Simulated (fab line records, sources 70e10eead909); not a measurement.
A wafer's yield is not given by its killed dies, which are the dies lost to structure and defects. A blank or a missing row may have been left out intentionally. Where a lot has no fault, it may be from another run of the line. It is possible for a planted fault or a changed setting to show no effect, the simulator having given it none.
fab line records	flow nand_harc
[record] lots = 4	wafers = 12	last_day = 23
route steps=1159 shown P_M0@283 P_M1@285 END@1159
lots that met no fault: taken from a fault-free run of the same line
start_h: hours from the record's opening day to when the first of the lot's shown wafers began	wait_h: how many hours have passed since the lot's step before this one	" repeats the value in the row above	L1.1+2: several wafers, shown together as one row	- no value, or no start was given	* or withheld: withheld	< > ~ a bound
route shown NAME@n: NAME is a module with steps in the file, n the number in the route of the first one	usual: the fault-free wafers' mean and standard deviation	same: alike in all rows	chamber/n: place in a boat	sites: the reading at each site	_std_site: their standard deviation	_edge_site: the outer-site mean with the inner-site mean subtracted	radius_mm: for every site, how far away it sits from the centre of the wafer	mask NAME#n: copy n	behind: tool/chamber where the wafer was last shaped	hold: reason for holding the lot/hours on hold/outcome of the hold	device: whichever transistor did not switch (one of n, p or np)	end of line: the tests these same wafers got at the end of their route	a step given without rows: its recipe and nothing more	killed: not the wafer's yield, but the dies lost to structure and defects at the first sort	map: the dies of a wafer, with x for killed, . for not killed, _ for no die there
set.NAME: the setting that was run; set.NAME@STEP: the one run at that earlier step	model.NAME: the simulator's own value behind a step, which no gauge read
lots at some steps of the route; a table a step, a row a wafer
services: from which hour (start_h, from the record's first day; less than 0 if before it) a tool's chamber was out of use, for how many hours, and why
[[steps]]
[step NHARC_P_M0_PRE_CLEAN_31]
[recipe] time_s = 12	temp_c = 370	rf_power_w = 300	gas = NH3
[step NHARC_P_M0_DEP_32]
[recipe] target_thk_a = 300	temp_c = 370	target_thk_nm = 30	pressure_torr = 3	flow_sccm = 200	rf_w = 450	material = SiCN
[step NHARC_P_M1_DEP_00]
[recipe] target_thk_a = 1825	target_thk_nm = 182.5	temp_c = withheld	pressure_torr = 5	flow_sccm = 200	rf_w = 600	material = SiOC
[step NHARC_P_M1_DEHYDRATE_01]
[recipe] temp_c = 150	time_s = 120
[step NHARC_P_M1_HMDS_02]
[recipe] time_s = 30
[step NHARC_P_M1_COAT_34]
[recipe] temp_c = 200	time_s = 65
[step NHARC_P_M1_COAT_03]
[recipe] spin_rpm = 1500	resist_thk_nm = 90
[step NHARC_P_M1_SOFTBAKE_04]
[recipe] temp_c = 105	time_s = 55
[step NHARC_P_M1_EBR_05]
[step NHARC_P_M1_EXPOSE_06]
[recipe] na = 1.35	target_cd_nm = 130	dose_mj = 81.88	mask_id = P_M1
[step NHARC_P_M1_PEB_07]
[recipe] peb_temp_c = 100	peb_time_s = 65
[usual] heater_power_total_W = 156.6/0.43	plate_temp_C = 99.98/0.13	resist_line_temp_C = 23.01/0.098
lot.wafer	tool	chamber	start_h	wait_h	heater_power_total_W	plate_temp_C	resist_line_temp_C
L109.1	litho_track-06	0	146.15	0.1	156.7	99.84	23.15
L109.2	"	0	"	"	157.0	99.84	22.91
L109.4	"	0	"	"	156.6	99.76	22.97
L118.2	litho_track-06	0	193.60	0.1	130.9	88.20	22.99
L118.3	"	0	"	"	131.1	88.05	23.12
L118.5	"	0	"	"	131.8	87.99	22.90
L117.2	litho_track-06	0	194.09	0.1	131.8	87.87	22.99
L117.4	"	0	"	"	131.1	88.07	23.01
L117.5	"	0	"	"	131.0	88.12	23.09
L124.1	litho_track-04	0	237.15	0.1	157.0	100.27	22.91
L124.5	"	0	"	"	156.4	100.30	22.94
L124.6	"	0	"	"	157.1	100.10	23.04
[step NHARC_P_M1_DEVELOP_08]
[recipe] develop_time_s = 35	dev_temp_c = 23
[step NHARC_P_M1_CD_MEAS_09]
[recipe] target_cd_nm = 130	landing_energy_ev = 500
[usual] cd_nm = 130.0/0.66
lot.wafer	tool	chamber	start_h	wait_h	cd_nm
L109.1	cd_sem-03	0	146.23	-	128.9
L109.2	"	0	"	"	129.3
L109.4	"	0	"	"	129.8
L118.2	cd_sem-03	0	193.68	-	71.9
L118.3	"	0	"	"	71.2
L118.5	"	0	"	"	70.6
L117.2	cd_sem-03	0	194.17	-	71.2
L117.4	"	0	"	"	70.6
L117.5	"	0	"	"	71.1
L124.1	cd_sem-02	0	237.23	-	128.6
L124.5	"	0	"	"	128.9
L124.6	"	0	"	"	129.0
[step NHARC_P_M1_DESCUM_14]
[recipe] time_s = 3	o2_flow_sccm = 200	ar_flow_sccm = 0	bias_power_w = 0	chemistry = O2
[usual] chamber_pressure_mTorr = 60.01/0.052	drypump_motor_current_A = 5.7/0.49	oes_product_au = 1.001/0.012	rf_vpp_V = 57.9/0.88	showerhead_plenum_p_Torr = 1.96/0.073	throttle_valve_pct = 11.313/0.0094
lot.wafer	tool	chamber	start_h	wait_h	chamber_pressure_mTorr	drypump_motor_current_A	oes_product_au	rf_hours_counter_h	rf_vpp_V	showerhead_plenum_p_Torr	throttle_valve_pct	model.P_M1.cd_nm
L109.1	rie_diel-02	0	146.42	0.1	60.03	4.8	0.991	4	57.8	1.81	11.300	128.7
L109.2	"	2	"	"	60.00	6.4	1.012	4	58.5	1.94	11.314	130
L109.4	"	0	"	"	59.97	4.8	0.986	-	55.9	1.80	11.302	130
L118.3	rie_diel-09	0	193.86	0.1	59.97	5.6	1.004	7	59.0	2.00	11.302	70.41
L118.2	"	1	"	"	60.10	5.6	0.996	8	57.8	1.91	11.308	70.74
L118.5	"	0	"	"	60.05	5.6	1.008	-	58.5	2.00	11.305	69.56
L117.4	rie_diel-09	0	194.35	0.1	59.98	5.6	0.998	8	58.4	2.00	11.312	70.53
L117.2	"	2	"	"	60.03	6.0	0.998	8	58.4	1.94	11.319	71.5
L117.5	"	1	"	"	60.03	5.5	0.992	-	57.6	1.91	11.322	70.14
L124.1	rie_diel-09	3	237.41	0.1	60.02	5.5	0.991	9	59.9	2.02	11.320	129.1
L124.5	"	3	"	"	60.00	5.5	0.989	-	58.7	2.02	11.321	128.8
L124.6	"	1	"	"	60.12	5.6	0.986	-	57.4	1.91	11.323	128.9
[step NHARC_P_M1_ETCH_35]
[recipe] target_depth_a = 400	overetch_a = 120	time_s = 43.94	ion_energy_ev = 200	n2_flow_sccm = 150	h2_flow_sccm = 150	ar_flow_sccm = 0	rf_w = 400	bias_w = 150	chemistry = N2/H2
[step NHARC_P_M1_ETCH_15]
[recipe] target_depth_a = 1825	time_s = 91.2	c4f8_flow_sccm = withheld	ar_flow_sccm = 400	rf_w = 600	bias_w = 300	chemistry = C4F8/Ar
[step NHARC_P_M1_CD_MEAS_16]
[usual] cd_nm = 129.8/0.93
lot.wafer	tool	chamber	start_h	wait_h	cd_nm
L109.1	cd_sem-03	-	146.77	-	127.6
L109.2	"	-	"	"	129.2
L109.4	"	-	"	"	129.7
L118.2	cd_sem-02	-	194.17	-	70.4
L118.3	"	-	"	"	71.0
L118.5	"	-	"	"	69.4
L117.2	cd_sem-01	-	194.66	-	71.6
L117.4	"	-	"	"	70.9
L117.5	"	-	"	"	70.1
L124.1	cd_sem-03	-	237.76	-	128.8
L124.5	"	-	"	"	128.2
L124.6	"	-	"	"	128.9
[step NHARC_P_M1_STRIP_18]
[recipe] power_w = 1000	n2_flow_sccm = 150	h2_flow_sccm = 150	ar_flow_sccm = 0	bias_w = 0	chemistry = N2/H2
[step NHARC_P_M1_ETCH_28]
[recipe] target_depth_a = 300	over_etch_frac = 0.3	time_s = 72.99	ion_energy_ev = 150	cf4_flow_sccm = 50	n2_flow_sccm = 100	ar_flow_sccm = 150	rf_w = 300	bias_w = 100	chemistry = CF4/N2
[usual] chamber_pressure_mTorr = 30.00/0.03	drypump_motor_current_A = 5.7/0.39	oes_product_au = 0.997/0.012	rf_vpp_V = 315.4/1.6	showerhead_plenum_p_Torr = 2.70/0.081	throttle_valve_pct = 19.794/0.0084
[same] over_etch_frac = 0.3
lot.wafer	tool	chamber	start_h	wait_h	chamber_pressure_mTorr	drypump_motor_current_A	oes_product_au	rf_hours_counter_h	rf_vpp_V	showerhead_plenum_p_Torr	throttle_valve_pct	model.P_M1.cd_nm
L109.1	rie_diel-09	0	-	-	30.00	5.6	0.993	5	316.3	2.73	19.815	128.2
L109.2	"	1	"	"	29.99	5.6	0.988	5	314.9	2.62	19.785	130.2
L109.4	"	2	"	"	29.97	6.1	1.008	5	314.4	2.66	19.787	129.9
L118.2	rie_diel-02	0	-	-	30.03	4.8	0.983	1	312.2	2.48	19.794	69.28
L118.3	"	2	"	"	30.01	6.4	1.011	1	314.0	2.66	19.800	69.51
L118.5	"	1	"	"	29.98	5.6	0.983	-	315.9	2.67	19.793	69.98
L117.2	rie_diel-02	1	-	-	29.97	5.6	0.999	1	314.5	2.67	19.799	70.2
L117.4	"	3	"	"	30.02	6.3	1.012	1	316.5	2.76	19.793	69.14
L117.5	"	1	"	"	30.06	5.6	0.993	-	314.9	2.67	19.796	70.86
L124.1	rie_diel-09	3	-	-	29.96	5.5	0.994	9	316.6	2.77	19.802	129.3
L124.6	"	1	"	"	29.99	5.6	0.988	-	314.7	2.62	19.791	128.2
L124.5	"	2	"	"	30.02	6.1	0.997	-	315.8	2.66	19.789	128.5
[step NHARC_P_M1_STRIP_19]
[recipe] time_s = 600	temp_c = 30	chemistry = post_etch_residue_remover
[step NHARC_END_SORT_01]
[recipe] temp_c = 25
[usual] defect_limited_yield = 95.4/1.5	killed_at_array = 27/9.9	killed_at_other = 0.5/0.76	killed_at_periphery = 3.4/2.2	killed_dies = 31/10	killed_open = 3.3/2	killed_short = 2.0/1.5	sort_bin_2_pct = 1.5/0.64	sort_bin_3_pct = 0.21/0.2	sort_bin_4_pct = 2.9/0.97	sort_n_pass = 646/10	sort_rim_yield_pct = 96.9/2	sort_yield_pct = 95.4/1.5
[same] gross_dies = 677	sort_bin_5_pct[%] = 0	sort_bin_6_pct[%] = 0	sort_bin_7_pct[%] = 0	sort_bin_8_pct[%] = 0	sort_rim_n_gross = 106.00
lot.wafer	tool	chamber	start_h	wait_h	defect_limited_yield[%]	killed_at_array	killed_at_other	killed_at_periphery	killed_dies	killed_open	killed_short	sort_bin_2_pct[%]	sort_bin_3_pct[%]	sort_bin_4_pct[%]	sort_n_pass	sort_rim_yield_pct[%]	sort_yield_pct[%]
L118.2	prober-01	0	510.52	2.8	0	32	0	645	677	6	0	96.9	0	3.1	0	0	0
L118.3	prober-01	0	511.31	3.1	0	27	1	649	677	3	2	96.6	0.15	3.2	0	0	0
L118.5	prober-01	0	512.90	3.7	0	31	0	646	677	3	5	96.3	0.30	3.4	0	0	0
L117.2	prober-01	0	518.31	2.8	0	13	0	664	677	2	4	99.1	0	0.9	0	0	0
L117.4	prober-01	0	519.91	3.4	0	10	1	666	677	4	1	98.8	0.15	1.0	0	0	0
L117.5	prober-01	0	520.72	3.7	0	22	0	655	677	6	4	97.3	0.15	2.5	0	0	0
// killed by level:class
L118.2 P_M1:area_peb=641 A_SLIT:chamber_film_flake=20 A_CHANNEL_HOLE_D1:chamber_film_flake=5 P_M0:geometric_particle:open=3 A_WL_FILL:chamber_film_flake=2 A_CONTACT:chamber_film_flake=2 A_CHANNEL_FILL_D1:geometric_particle:open=1 A_M0:geometric_particle:open=1
L118.3 P_M1:area_peb=647 A_SLIT:chamber_film_flake=14 A_CHANNEL_HOLE_D1:chamber_film_flake=5 A_ONON_D1:geometric_particle:short=2 P_GATE:chamber_film_flake=2 A_SOURCE_PLATE:geometric_particle:open=1 A_ONON_D1:geometric_particle:open=1 A_CHANNEL_FILL_D1:geometric_particle:open=1
L118.5 P_M1:area_peb=643 A_SLIT:chamber_film_flake=12 A_CONTACT:chamber_film_flake=9 A_CHANNEL_HOLE_D1:chamber_film_flake=4 P_CONTACT:geometric_particle:short=1 P_CONTACT:geometric_particle:open=1 P_M1:geometric_particle:open=1 A_ONON_D1:geometric_particle:short=1
L117.2 P_M1:area_peb=662 A_CONTACT:chamber_film_flake=3 A_CHANNEL_FILL_D1:geometric_particle:short=2 A_STAIRCASE:chamber_film_flake=2 P_M0:geometric_particle:open=1 P_M1:geometric_particle:short=1 A_ONON_D1:geometric_particle:short=1 A_CONTACT:geometric_particle:open=1
L117.4 P_M1:area_peb=665 A_CHANNEL_HOLE_D1:chamber_film_flake=3 A_M0:geometric_particle:open=2 P_CONTACT:geometric_particle:open=1 A_WL_FILL:geometric_particle:open=1 A_M0:geometric_particle:short=1 A_ZERO_WELL:chamber_film_flake=1 A_SLIT:chamber_film_flake=1
L117.5 P_M1:area_peb=653 A_CHANNEL_HOLE_D1:chamber_film_flake=7 A_CHANNEL_FILL_D1:chamber_film_flake=4 A_SOURCE_PLATE:geometric_particle:open=2 A_CHANNEL_FILL_D1:geometric_particle:short=2 A_CHANNEL_FILL_D1:geometric_particle:open=2 A_STAIRCASE:chamber_film_flake=2 P_STI:geometric_particle:open=1
// map L117.2 (x killed, . not)
____________x____________
_________xxxxxxx_________
_______xxxxxxxxxxx_______
______xxxxxxxxxxxxx______
_____xxxxxxxxxxxxxxx_____
____xxxxxxxxxxxxxxxxx____
____xxxxxxxxxxxxxxxxx____
___xxxxxxxxxxxxxxxxxxx___
___xxxxxxxxxxxxxxxxxxx___
__xxxxxxxxxxxxxxxxxxxxx__
__xxxxxxxxxxxxxxxxxxxxx__
_xxxxxxxxxxxxxxxxxxxxxxx_
_xxxxxxxxxxxxxxxxxxxxxxx_
_xxxxxxxxxxxxxxxxxxxxxxx_
_xxxxxxxxxxxxxxxxxxxxxxx_
_xxxxxxxxxxxxxxxxxxxxxxx_
xxxxxxxxxxxxxxxxxxxxxxxxx
xxxxxxxxxxxxxxxxxxxxxxxxx
xxxxxxxxxxxxxxxxxxxxxxxxx
xxxxxxxxxxxxxxxxxxxxxxxxx
xxxxxxxxxxxxxxxxxxxxxxxxx
_xxxxxxxxxxxxxxxxxxxxxxx_
_xxxxxxxxxxxxxxxxxxxxxxx_
_xxxxxxxxxxxxxxxxxxxxxxx_
_xxxxxxxxxxxxxxxxxxxxxxx_
_xxxxxxxxxxxxxxxxxxxxxxx_
__xxxxxxxxxxxxxxxxxxxxx__
__xxxxxxxxxxxxxxxxxxxxx__
___xxxxxxxxxxxxxxxxxxx___
___xxxxxxxxxxxxxxxxxxx___
____xxxxxxxxxxxxxxxxx____
____xxxxxxxxxxxxxxxxx____
_____xxxxxxxxxxxxxxx_____
______xxxxxxxxxxxxx______
_______xxxxxxxxxxx_______
_________xxxxxxx_________
____________x____________
// map L118.2 (x killed, . not)
____________x____________
_________xxxxxxx_________
_______xxxxxxxxxxx_______
______xxxxxxxxxxxxx______
_____xxxxxxxxxxxxxxx_____
____xxxxxxxxxxxxxxxxx____
____xxxxxxxxxxxxxxxxx____
___xxxxxxxxxxxxxxxxxxx___
___xxxxxxxxxxxxxxxxxxx___
__xxxxxxxxxxxxxxxxxxxxx__
__xxxxxxxxxxxxxxxxxxxxx__
_xxxxxxxxxxxxxxxxxxxxxxx_
_xxxxxxxxxxxxxxxxxxxxxxx_
_xxxxxxxxxxxxxxxxxxxxxxx_
_xxxxxxxxxxxxxxxxxxxxxxx_
_xxxxxxxxxxxxxxxxxxxxxxx_
xxxxxxxxxxxxxxxxxxxxxxxxx
xxxxxxxxxxxxxxxxxxxxxxxxx
xxxxxxxxxxxxxxxxxxxxxxxxx
xxxxxxxxxxxxxxxxxxxxxxxxx
xxxxxxxxxxxxxxxxxxxxxxxxx
_xxxxxxxxxxxxxxxxxxxxxxx_
_xxxxxxxxxxxxxxxxxxxxxxx_
_xxxxxxxxxxxxxxxxxxxxxxx_
_xxxxxxxxxxxxxxxxxxxxxxx_
_xxxxxxxxxxxxxxxxxxxxxxx_
__xxxxxxxxxxxxxxxxxxxxx__
__xxxxxxxxxxxxxxxxxxxxx__
___xxxxxxxxxxxxxxxxxxx___
___xxxxxxxxxxxxxxxxxxx___
____xxxxxxxxxxxxxxxxx____
____xxxxxxxxxxxxxxxxx____
_____xxxxxxxxxxxxxxx_____
______xxxxxxxxxxxxx______
_______xxxxxxxxxxx_______
_________xxxxxxx_________
____________x____________
[[services]]
tool	chamber	start_h	hours	kind
rie_diel-09	0	135.10	-	clean
rie_diel-09	1	135.10	-	clean
rie_diel-09	2	135.10	-	clean
rie_diel-09	3	135.10	-	clean
litho_track-04	-	141.00	7.0	pm
rie_diel-02	3	144.63	8.4	repair
rie_diel-02	-	150.70	9.0	pm
rie_diel-09	0	159.62	-	clean
rie_diel-09	1	159.62	-	clean
rie_diel-09	2	159.62	-	clean
rie_diel-09	3	159.62	-	clean
rie_diel-09	-	163.03	0.7	repair
rie_diel-09	2	179.54	1.7	repair
rie_diel-09	0	184.12	-	clean
rie_diel-09	1	184.12	-	clean
rie_diel-09	2	184.12	-	clean
rie_diel-09	3	184.12	-	clean
rie_diel-09	0	208.62	-	clean
rie_diel-09	1	208.62	-	clean
rie_diel-09	2	208.62	-	clean
rie_diel-09	3	208.62	-	clean
rie_diel-09	0	233.12	-	clean
rie_diel-09	1	233.12	-	clean
rie_diel-09	2	233.12	-	clean
[[key]]
[first_sign] step = NHARC_P_M1_PEB_07	reading = plate_temp_C	direction = down	sigmas = 95	usual = *	struck = *
[effect] step = NHARC_P_M1_PEB_07	reading = heater_power_total_W	direction = down	sigmas = 59	usual = *	struck = *
[effect] step = NHARC_P_M1_CD_MEAS_09	reading = cd_nm	direction = down	sigmas = 90	usual = 130.0	struck = 71.1
[effect] step = NHARC_P_M1_CD_MEAS_16	reading = cd_nm	direction = down	sigmas = 64	usual = 129.8	struck = 70.6
[effect] step = NHARC_END_SORT_01	reading = killed_at_periphery	direction = up	sigmas = 99+	usual = 3.4	struck = 654.2
[model_effect] step = NHARC_P_M1_DESCUM_14	value = P_M1.cd_nm	without = 129.4	struck = 70.48
[model_effect] step = NHARC_P_M1_ETCH_28	value = P_M1.cd_nm	without = 128.8	struck = 69.83
[more_kills_born_at] NHARC_P_M1_PEB_07@litho_track-06 = 3911
met_at NHARC_P_M1_PEB_07
struck_wafers L117.2,L117.4,L117.5,L118.2,L118.3,L118.5
later_rows_left_out L117.2,L117.4,L117.5,L118.2,L118.3,L118.5
onset_between 146.15 193.60
[fault] kind = process_parameter_drift	tool = litho_track-06	chamber = -	onset_h = 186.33	steps = NHARC_P_M1_PEB_07	channel = peb_temp_c	offset = *	shape = step	end_h = 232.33	acts_in = *	stated = *
// later_rows_left_out: the simulator's readings of these wafers behind a module that went badly wrong aren't trusted and aren't shown, but for the sort
